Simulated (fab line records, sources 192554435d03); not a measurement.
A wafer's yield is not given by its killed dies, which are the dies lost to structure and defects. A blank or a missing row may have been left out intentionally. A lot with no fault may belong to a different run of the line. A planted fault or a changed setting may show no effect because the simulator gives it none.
Chamber matching / flow n5Finfet / 3 sister chambers for N5_BEOL_M3_PECVD_72 on pecvd-04
The step deposits SiO2 from TEOS/O2, target thk 16 nm, time 18 s. 3 wafers are shown with their chamber, then 8 later ones without.

## WAFERS, EACH WITH ITS CHAMBER
wafer=L078.3; chamber=2; throttleValvePct (%)=23.8
wafer=L086.6; chamber=1; throttleValvePct (%)=24.0
wafer=L092.1; chamber=0; throttleValvePct (%)=21.8

## WAFERS WITH NO CHAMBER GIVEN
wafer=L092.4; throttleValvePct (%)=22.5
wafer=L092.5; throttleValvePct (%)=23.8
wafer=L096.1; throttleValvePct (%)=20.9
wafer=L096.2; throttleValvePct (%)=22.1
wafer=L096.6; throttleValvePct (%)=20.8
wafer=L097.1; throttleValvePct (%)=20.7
wafer=L097.2; throttleValvePct (%)=22.1
wafer=L097.4; throttleValvePct (%)=23.7

## WHICH CHAMBER EACH ONE RAN IN
wafer=L092.4; from the rows above=can't be placed: 0 or 2 or 1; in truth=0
wafer=L092.5; from the rows above=can't be placed: 2 or 1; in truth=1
wafer=L096.1; from the rows above=0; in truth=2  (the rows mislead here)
wafer=L096.2; from the rows above=0; in truth=0
wafer=L096.6; from the rows above=0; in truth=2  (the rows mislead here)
wafer=L097.1; from the rows above=0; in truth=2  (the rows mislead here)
wafer=L097.2; from the rows above=0; in truth=0
wafer=L097.4; from the rows above=can't be placed: 2 or 1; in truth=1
2 of 8 placed correctly. Unplaceable from these rows: 3, with the true chamber sitting among the candidates in 3. 3 placed wrongly.
How it was worked out, from the rows above alone: a wafer's distance from a chamber is the root of the sum, over the readings, of the square of ((its reading less the chamber's mean) divided by the reading's scatter). If the next closest chamber is less than 2 further off than the closest, the wafer can't be placed; otherwise it belongs to the closest. Each chamber's mean is taken over the wafers shown for it. The scatter: root of mean squared gap, hidden wafer to nearest shown wafer, with one shown wafer a chamber.
